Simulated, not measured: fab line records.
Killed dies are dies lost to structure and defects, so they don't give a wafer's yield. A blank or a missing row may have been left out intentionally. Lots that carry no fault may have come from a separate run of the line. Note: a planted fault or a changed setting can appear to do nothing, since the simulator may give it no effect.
Chamber matching	flow n5-finfet	N5_BEOL_M0_SAQP_SPACER1_ETCHBACK_99 on rie-diel-05 has 4 sister chambers
The step etches SiO2 in CHF3/O2, target depth 15.4 nm, time 7.7 s. 4 wafers are shown with their chamber, then 7 later ones without.

WAFERS PAIRED WITH THEIR CHAMBERS
wafer	chamber	rf-vpp-V (V)
L084.2	0	534
L084.6	1	519
L088.1	2	542
L088.4	3	507

WAFERS MISSING THEIR CHAMBER
wafer	rf-vpp-V (V)
L088.5	542
L089.1	518
L089.2	542
L089.6	540
L091.2	541
L091.3	508
L091.6	520

WHICH CHAMBER EACH ONE RAN IN
wafer	from the rows above	in truth
L088.5	2	2
L089.1	1	1
L089.2	2	2
L089.6	2	2
L091.2	2	2
L091.3	3	3
L091.6	1	1
7 of 7 placed correctly. From these rows, 0 cannot be placed. Wrongly placed: 0.
How it was worked out, from the rows above alone: a wafer's distance from a chamber is the root of the sum, over the readings, of the square of ((its reading less the chamber's mean) divided by the reading's scatter). The wafer belongs to the nearest chamber; if the next one is less than 2 further off, it can't be placed. For every chamber, the mean is computed from those of its wafers that are shown. The scatter (one wafer shown for each chamber): square how far every hidden wafer sits from the nearest shown wafer, average those squares and take the square root.
